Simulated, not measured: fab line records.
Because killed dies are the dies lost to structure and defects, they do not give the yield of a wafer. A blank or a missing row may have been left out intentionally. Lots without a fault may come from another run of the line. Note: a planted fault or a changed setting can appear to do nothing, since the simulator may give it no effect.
8D (eight disciplines) problem report, filled in by code / flow n5_finfet / the parts of the form that need people (team, actions taken, sign-off) are left out

== 1. PROBLEM STATEMENT ==
Wafers without a fault read 195.4 s, standard deviation 0.67; run_length_s at N5_PASSIVATION_PECVD_35 reads a mean of 201.4 s on 3 wafers belonging to 3 lots. That puts it +8.9 standard deviations away from the usual mean.
The step: deposits SiNx from SiH4/NH3/N2, target thk 700 nm, time 151.3 s.
Earliest sighting: wafer L901.1 on pecvd-02 at day 12 20:24. The record has a number at this step for 14 wafers belonging to 5 lots. Rule for "out" (also "out of limits"): further than 4 standard deviations from the usual mean. All remaining wafers that have a number are taken as sound.

== 2. WHAT THIS IS AND IS NOT ==
question=which readings at this step | is=run_length_s | is not=heater_power_w, showerhead_plenum_p_Torr, throttle_valve_pct
question=which lots | is=L901, L905, L906 | is not=L899, L916
question=which wafers of those lots | is=L901.1, L905.3, L906.3 | is not=L901.5, L901.6, L905.2, L906.2, L906.5
question=read on which tools | is=pecvd-02 | is not=-
question=when | is=from day 12 20:24 | is not=up to then (5 sound wafers); but 6 sound wafers of L905, L906, L916 came after

== 3. WHAT RULES OUT EACH SUSPECT ==
Counting: any tool at a process step up to the reading remains a suspect provided it ran every lot that is out. Sound lots after the first of them don't rule it out here, since some wafers of a struck lot are sound.
- pecvd-02 at N5_PASSIVATION_PECVD_35 (deposits SiNx from SiH4/NH3/N2, target thk 700 nm, time 151.3 s): kept. It processed each lot that is out (first: L901, day 12 20:24); up to then, its last sound lot is L899 (day 11 23:20). Out on those wafers are its own readings of run_length_s.
Left after counting: pecvd-02 at N5_PASSIVATION_PECVD_35.

== 4. THE CAUSE (what the simulator had put in) ==
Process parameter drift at N5_PASSIVATION_PECVD_35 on pecvd-02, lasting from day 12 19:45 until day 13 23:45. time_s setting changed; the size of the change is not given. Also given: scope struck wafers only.
After counting, this tool was the only one left.

== 5. THE CHAIN OF EFFECTS, in route order ==
Each row: a reading where the mean over the struck wafers with a number is more than 3 standard deviations away from the usual. Only readings whose record carries a usual standard deviation are examined. hours: median over the lots of the time between each lot's start at the first step of this table that gives one and its start at this step. sigmas: the change, counted in usual standard deviations.
hours=0; step=N5_PASSIVATION_PECVD_35; reading=run_length_s; usual=195.4 s; on struck wafers=201.4; change=+6.0; sigmas=+8.9
Here are the process steps it includes:
- N5_PASSIVATION_PECVD_35: deposits SiNx from SiH4/NH3/N2, target thk 700 nm, time 151.3 s.

== 6. HOW IT WOULD HAVE BEEN CAUGHT EARLIER ==
In this record the first reading out of limits was taken at day 12 20:24, 1 hour after the fault began at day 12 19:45.
